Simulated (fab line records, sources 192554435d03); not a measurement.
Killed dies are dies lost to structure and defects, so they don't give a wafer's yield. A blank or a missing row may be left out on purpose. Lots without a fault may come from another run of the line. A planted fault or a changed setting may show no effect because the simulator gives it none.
fab line records | flow n5_finfet
record lots=6 wafers=18 last_day=16
route steps=1938 shown BEOL_M2@893 BEOL_M4@1111
lots that met no fault: from a run of the same line without faults
start_h: hours from the record's first day to the start of the lot's first wafer shown | wait_h: hours since the lot's step before | " the same as in the row above | L1.1+2: a row that stands for several wafers | - no value, or no start given | * or withheld: withheld | < > ~ a bound
route shown NAME@n: a module of which the file shows steps, and the number in the route of the first | usual: mean/standard deviation of fault-free wafers | same: alike in all rows | chamber/n: place in a boat | sites: the reading at each site | _std_site: their standard deviation | _edge_site: outer sites' mean less inner sites' | radius_mm: how far each site lies from the wafer's centre | mask NAME#n: copy n | behind: the tool/chamber that last shaped the wafer | hold: why the lot was held/for how many hours/how that ended | device: the transistor (n, p or np) that didn't switch | end of line: the same wafers' tests at the end of the route | a step without rows: its recipe alone | killed: dies lost to structure and defects at the first sort, not the wafer's yield | map: a wafer's dies, x killed, . not, _ none there
set.NAME: the setting as run; set.NAME@STEP: as run at that earlier step | model.NAME: the simulator's own value behind a step, which no gauge read
lots at some steps of the route; a table a step, a row a wafer
services: from which hour (start_h, from the record's first day; less than 0 if before it) a tool's chamber was out of use, for how many hours, and why
## steps
# step N5_BEOL_M2_OCD_MEAS_38
# usual trench_depth_nm=55.7/0.71
# columns lot.wafer tool chamber start_h wait_h trench_depth_nm
L883.1 ocd-01 - 148.27 - 57.2
L883.2 " - " " 54.1
L883.3 " - " " 56.5
L886.2 ocd-01 - 177.59 - 55.4
L886.5 " - " " 55.0
L886.6 " - " " 54.4
L887.1 ocd-02 - 177.63 - 56.3
L887.3 " - " " 55.7
L887.4 " - " " 55.2
L893.4 ocd-02 - 206.54 - 55.3
L893.5 " - " " 56.3
L893.6 " - " " 56.7
L900.1 ocd-01 - 250.11 - 53.8
L900.3 " - " " 55.2
L900.4 " - " " 55.3
L901.2 ocd-01 - 257.90 - 56.7
L901.4 " - " " 55.5
L901.5 " - " " 55.7
# step N5_BEOL_M2_HM_STRIP_39
# recipe chemistry=peroxide_tin_strip material=TiN target_depth_a=250 temp_c=50 time_s=158
# step N5_BEOL_M2_SRD_40
# recipe time_s=30 temp_c=23 rinse_liquid=diw dry=ipa_marangoni
# step N5_BEOL_M2_PRECLEAN_42
# recipe chemistry=residue_remover time_s=60 temp_c=40
# step N5_BEOL_M2_SRD_43
# recipe time_s=30 temp_c=23 rinse_liquid=diw dry=ipa_marangoni
# step N5_BEOL_M2_CD_MEAS_35
# recipe target_cd_nm=18 target_cd_y_nm=22.2 polarity=opening
# usual cd_nm=18.02/0.28
# columns lot.wafer tool chamber start_h wait_h cd_nm
L883.1 cd_sem-01 - 148.42 0.0 17.86
L883.2 " - " " 18.68
L883.3 " - " " 17.98
L886.2 cd_sem-03 - 177.74 0.0 17.96
L886.5 " - " " 17.76
L886.6 " - " " 18.20
L887.1 cd_sem-03 - 177.80 0.0 17.95
L887.3 " - " " 18.19
L887.4 " - " " 17.42
L893.4 cd_sem-02 - 206.70 0.0 17.55
L893.5 " - " " 18.15
L893.6 " - " " 17.79
L900.1 cd_sem-01 - 250.26 0.0 17.16
L900.3 " - " " 17.80
L900.4 " - " " 17.62
L901.2 cd_sem-02 - 258.06 0.0 18.10
L901.4 " - " " 18.11
L901.5 " - " " 18.05
# step N5_BEOL_M2_DEGAS_44
# recipe ambient=vacuum temp_c=250 time_s=60
# usual heater_power_w=326/35
# columns lot.wafer tool chamber start_h wait_h heater_power_w
L883.1 pvd_sputter-03 - 148.64 0.2 345
L883.2 " - " " 321
L883.3 " - " " 368
L886.2 pvd_sputter-03 - 177.85 0.1 310
L886.5 " - " " 361
L886.6 " - " " 337
L887.1 pvd_sputter-03 - 177.93 0.1 332
L887.3 " - " " 347
L887.4 " - " " 308
L893.4 pvd_sputter-02 - 207.03 0.3 358
L893.5 " - " " 345
L893.6 " - " " 344
L900.1 pvd_sputter-03 - 250.30 0.0 334
L900.3 " - " " 332
L900.4 " - " " 316
L901.2 pvd_sputter-01 - 258.10 0.0 250
L901.4 " - " " 325
L901.5 " - " " 333
# step N5_BEOL_M2_PRE_CLEAN_45
# recipe gas=H2/He time_s=30 temp_c=250
# usual heater_power_w=326/35
# columns lot.wafer tool chamber start_h wait_h heater_power_w
L883.1 pvd_sputter-03 - 148.68 0.0 341
L883.2 " - " " 321
L883.3 " - " " 365
L886.2 pvd_sputter-03 - 177.89 0.0 311
L886.5 " - " " 371
L886.6 " - " " 349
L887.1 pvd_sputter-03 - 177.97 0.0 340
L887.3 " - " " 370
L887.4 " - " " 315
L893.4 pvd_sputter-02 - 207.07 0.0 348
L893.5 " - " " 348
L893.6 " - " " 346
L900.1 pvd_sputter-03 - 250.34 0.0 343
L900.3 " - " " 339
L900.4 " - " " 306
L901.2 pvd_sputter-01 - 258.14 0.0 256
L901.4 " - " " 339
L901.5 " - " " 334
# step N5_BEOL_M2_ALD_84
# recipe material=TaN target_thk_a=* temp_c=275 ald_precursor_family=PDMAT ald_co_reactant=NH3 pressure_torr=3 carrier_flow_sccm=1500 pulse_time_s=2 purge_time_s=3 co_reactant_purge_time_s=2 co_reactant_pulse_time_s=3 ald_cycles=30 precursor_vessel_temp_c=75 precursor_vessel_pressure_torr=26.25 precursor_vessel_carrier_sccm=1000
# step N5_BEOL_M2_SURFACE_TREAT_85
# recipe gas=Ar time_s=* ion_energy_ev=* ion_current_ma_cm2=0.5 pressure_mtorr=* ar_flow_sccm=30
# usual pressure_mtorr=* throttle_valve_pct=*
# columns lot.wafer tool chamber start_h wait_h pressure_mtorr throttle_valve_pct
L883.1 pvd_sputter-03 - 148.97 0.1 * *
L883.2 " - " " * *
L883.3 " - " " * *
L886.2 pvd_sputter-02 - 178.22 0.2 * *
L886.5 " - " " * *
L886.6 " - " " * *
L887.1 pvd_sputter-01 - 178.29 0.2 * *
L887.3 " - " " * *
L887.4 " - " " * *
L893.4 pvd_sputter-02 - 207.37 0.1 * *
L893.5 " - " " * *
L893.6 " - " " * *
L900.1 pvd_sputter-01 - 250.79 0.3 * *
L900.3 " - " " * *
L900.4 " - " " * *
L901.2 pvd_sputter-02 - 258.90 0.6 * *
L901.4 " - " " * *
L901.5 " - " " * *
# step N5_BEOL_M2_CVD_47
# recipe material=Co target_thk_a=30 temp_c=withheld precursor=CCTBA/H2 pressure_torr=30 time_s=223.8
# step N5_BEOL_M2_SPUTTER_48
# recipe material=Cu target_thk_a=45 temp_c=-20 chamber_pressure_pa=0.07 power_w=withheld time_s=8.29
# usual throttle_valve_pct=30.4/1.1
# columns lot.wafer tool chamber start_h wait_h throttle_valve_pct
L883.1 pvd_sputter-02 - 149.19 0.1 29.4
L883.2 " - " " 30.4
L883.3 " - " " 31.6
L886.2 pvd_sputter-03 - 178.53 0.2 32.5
L886.5 " - " " 30.1
L886.6 " - " " 29.6
L887.1 pvd_sputter-02 - 178.58 0.1 29.4
L887.3 " - " " 31.1
L887.4 " - " " 29.9
L893.4 pvd_sputter-03 - 207.59 0.0 32.5
L893.5 " - " " 28.7
L893.6 " - " " 32.5
L900.1 pvd_sputter-03 - 252.51 1.4 28.8
L900.3 " - " " 29.6
L900.4 " - " " 30.0
L901.2 pvd_sputter-01 - 260.20 0.9 31.0
L901.4 " - " " 30.2
L901.5 " - " " 29.9
# step N5_BEOL_M2_ANNEAL_49
# recipe temp_c=400 time_s=240 ambient=vacuum
# usual heater_power_w=799/100 susceptor_temp_C=400.00/0.21 susceptor_temp_C_max=400.9/0.37
# columns lot.wafer tool chamber start_h wait_h heater_power_w susceptor_temp_C susceptor_temp_C_max
L883.1 pvd_sputter-02 - 149.27 0.0 598 400.03 400.7
L883.2 " - " " 830 400.01 400.9
L883.3 " - " " 856 400.04 400.8
L886.2 pvd_sputter-03 - 178.61 0.0 780 399.73 401.0
L886.5 " - " " 853 400.08 401.4
L886.6 " - " " 854 399.90 401.0
L887.1 pvd_sputter-02 - 178.66 0.0 579 400.11 400.8
L887.3 " - " " 868 399.91 400.7
L887.4 " - " " 845 400.20 401.1
L893.4 pvd_sputter-03 - 207.67 0.0 787 400.12 401.9
L893.5 " - " " 882 399.98 402.0
L893.6 " - " " 773 400.23 401.4
L900.1 pvd_sputter-03 - 252.59 0.0 - - -
L900.3 " - " " - - -
L900.4 " - " " - - -
L901.2 pvd_sputter-01 - 260.28 0.0 - - -
L901.4 " - " " - - -
L901.5 " - " " - - -
# step N5_BEOL_M2_SPUTTER_79
# recipe material=Cu target_thk_a=45 temp_c=-20 chamber_pressure_pa=0.07 power_w=withheld time_s=8.29
# usual throttle_valve_pct=30.3/1.1
# columns lot.wafer tool chamber start_h wait_h throttle_valve_pct
L883.1 pvd_sputter-02 - 149.41 0.1 29.3
L883.2 " - " " 30.4
L883.3 " - " " 31.3
L886.2 pvd_sputter-03 - 178.75 0.1 32.9
L886.5 " - " " 30.0
L886.6 " - " " 29.6
L887.1 pvd_sputter-02 - 178.80 0.1 29.4
L887.3 " - " " 31.2
L887.4 " - " " 30.3
L893.4 pvd_sputter-03 - 207.81 0.1 32.8
L893.5 " - " " 28.8
L893.6 " - " " 32.7
L900.1 pvd_sputter-03 - 252.73 0.1 28.7
L900.3 " - " " 29.2
L900.4 " - " " 29.7
L901.2 pvd_sputter-01 - 260.42 0.1 31.2
L901.4 " - " " 30.3
L901.5 " - " " 30.2
# step N5_BEOL_M4_RC_MEAS_101
# usual DIBL_N=36.2/1.2 DIBL_P=36.3/1.3 IOFF_N=0.155/0.019 IOFF_P=0.210/0.029 ION_N=677/8.6 ION_P=465/6.8 SS_N=71.4/0.48 SS_P=73.2/0.53 VT_N=249.9/2.4 VT_P=-250/3.2
# columns lot.wafer tool chamber start_h wait_h DIBL_N[mV/V] DIBL_P[mV/V] IOFF_N[nA/um] IOFF_P[nA/um] ION_N[uA/um] ION_P[uA/um] SS_N[mV/dec] SS_P[mV/dec] VT_N[mV] VT_P[mV]
L883.1 prober-01 0 176.24 0.0 36.1 37.7 0.154 0.207 669 463 70.9 73.6 251.4 -251
L883.2 " 0 " " 35.2 36.8 0.134 0.187 667 460 71.1 73.5 252.7 -256
L883.3 " 0 " " 37.8 38.9 0.171 0.217 681 464 72.5 74.4 251.8 -252
L886.2 prober-02 0 200.03 0.2 38.0 38.4 0.185 0.254 685 472 71.4 72.6 246.1 -247
L886.5 " 0 " " 37.1 38.0 0.169 0.241 667 463 72.7 73.4 250.9 -249
L886.6 " 0 " " 37.2 37.1 0.164 0.226 669 467 71.2 73.3 249.6 -247
L887.1 prober-02 0 206.20 0.0 36.9 36.5 0.152 0.180 675 457 71.5 73.3 248.5 -254
L887.3 " 0 " " 37.6 36.8 0.162 0.193 691 466 71.5 73.7 252.0 -254
L887.4 " 0 " " 38.6 39.0 0.188 0.228 676 464 72.0 73.7 248.4 -252
L893.4 prober-01 0 254.03 0.5 36.9 36.8 0.174 0.242 679 470 71.8 73.6 248.2 -248
L893.5 " 0 " " 37.3 37.2 0.191 0.256 685 471 71.7 74.4 246.6 -248
L893.6 " 0 " " 34.5 34.0 0.137 0.197 658 461 71.2 72.6 249.8 -251
L900.1 prober-02 0 282.57 0.0 36.9 37.8 0.164 0.219 684 464 71.5 73.7 249.1 -249
L900.3 " 0 " " 37.7 38.4 0.173 0.227 672 463 71.7 73.7 250.5 -250
L900.4 " 0 " " 35.5 35.9 0.133 0.198 669 461 71.0 74.0 252.9 -251
L901.2 prober-02 0 285.07 0.2 35.9 36.4 0.171 0.222 679 466 71.4 73.7 246.4 -249
L901.4 " 0 " " 34.9 35.4 0.147 0.206 673 465 71.1 73.6 248.3 -249
L901.5 " 0 " " 34.3 34.5 0.136 0.191 675 464 71.1 72.9 251.9 -250
## services
# columns tool chamber start_h hours kind
pvd_sputter-01 - 146.86 5.2 repair
## key
first_sign step=N5_BEOL_M2_ANNEAL_49 reading=tool_record direction=missing
effect none on later readings
met_at N5_BEOL_M2_ANNEAL_49
struck_wafers L900.1,L900.3,L900.4,L901.2,L901.4,L901.5
rows_end L901.2,L901.4,L901.5
onset_between 207.67 252.59
fault kind=skipped_step_whole tool=pvd_sputter-01,pvd_sputter-03 chamber=- onset_h=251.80 steps=N5_BEOL_M2_ANNEAL_49 scope=struck_lots_only
# rows_end: these wafers met a further fault down the route, and their rows from its step on are left out
